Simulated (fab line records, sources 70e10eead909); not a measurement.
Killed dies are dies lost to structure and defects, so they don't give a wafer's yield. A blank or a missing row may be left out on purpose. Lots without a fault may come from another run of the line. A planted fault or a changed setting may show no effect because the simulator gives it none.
Chamber matching | flow nand_harc | NHARC_A_STAIRCASE_CMP_450 on cmp-01: 4 sister chambers
The step polishes SiO2, target thk 200 nm. 4 wafers are shown with their chamber, then 7 later ones without.

WAFERS WITH THEIR CHAMBER
wafer  | chamber | motor_current_A (A)
L086.3 | 1       | 13.3
L088.1 | 3       | 11.6
L088.3 | 2       | 11.0
L092.1 | 0       | 11.9

WAFERS WITHOUT THEIR CHAMBER
wafer  | motor_current_A (A)
L092.4 | 12.3
L093.1 | 13.1
L093.2 | 11.2
L096.2 | 11.0
L096.3 | 12.4
L097.3 | 13.0
L097.4 | 11.4

WHICH CHAMBER EACH WENT THROUGH
wafer  | from the rows above          | in truth
L092.4 | can't be placed: 0 or 3      | 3
L093.1 | 1                            | 1
L093.2 | can't be placed: 2 or 3 or 0 | 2
L096.2 | 2                            | 2
L096.3 | can't be placed: 0 or 3 or 1 | 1
L097.3 | 1                            | 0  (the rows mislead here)
L097.4 | can't be placed: 3 or 2 or 0 | 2
Placed correctly: 2 of 7. Can't be placed from these rows: 4 (the true chamber is among the candidates in 4). Placed wrongly: 1.
How it was worked out, from the rows above alone: a wafer's distance from a chamber is the root of the sum, over the readings, of the square of ((its reading less the chamber's mean) divided by the reading's scatter). The wafer belongs to the nearest chamber; if the next one is less than 2 further off, it can't be placed. A chamber's mean is the mean of its shown wafers. The scatter: with one shown wafer a chamber, the root of the mean of the squares of how far each hidden wafer lies from its nearest shown one.
